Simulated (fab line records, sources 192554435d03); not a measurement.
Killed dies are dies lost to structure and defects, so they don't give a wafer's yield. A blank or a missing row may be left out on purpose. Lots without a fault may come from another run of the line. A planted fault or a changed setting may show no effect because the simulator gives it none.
Chamber matching | flow n5_finfet | N5_MOL_CONTACT_COAG_ETCH_89 on rie_diel-06: 4 sister chambers
The step etches underlayer in N2/H2, target depth 13 nm, time 10.4 s. 4 wafers are shown with their chamber, then 7 later ones without.

WAFERS WITH THEIR CHAMBER
wafer  | chamber | drypump_motor_current_A (A)
L079.1 | 3       | 6.5
L084.4 | 1       | 6.0
L085.1 | 2       | 5.5
L085.2 | 0       | 6.6

WAFERS WITHOUT THEIR CHAMBER
wafer  | drypump_motor_current_A (A)
L085.5 | 6.6
L090.3 | 5.5
L090.4 | 5.5
L090.6 | 6.5
L093.1 | 5.5
L093.4 | 6.5
L093.6 | 5.4

WHICH CHAMBER EACH WENT THROUGH
wafer  | from the rows above | in truth
L085.5 | 0                   | 0
L090.3 | 2                   | 2
L090.4 | 2                   | 2
L090.6 | 3                   | 3
L093.1 | 2                   | 2
L093.4 | 3                   | 3
L093.6 | 2                   | 2
Placed correctly: 7 of 7. Can't be placed from these rows: 0. Placed wrongly: 0.
How it was worked out, from the rows above alone: a wafer's distance from a chamber is the root of the sum, over the readings, of the square of ((its reading less the chamber's mean) divided by the reading's scatter). The wafer belongs to the nearest chamber; if the next one is less than 2 further off, it can't be placed. A chamber's mean is the mean of its shown wafers. The scatter: with one shown wafer a chamber, the root of the mean of the squares of how far each hidden wafer lies from its nearest shown one.
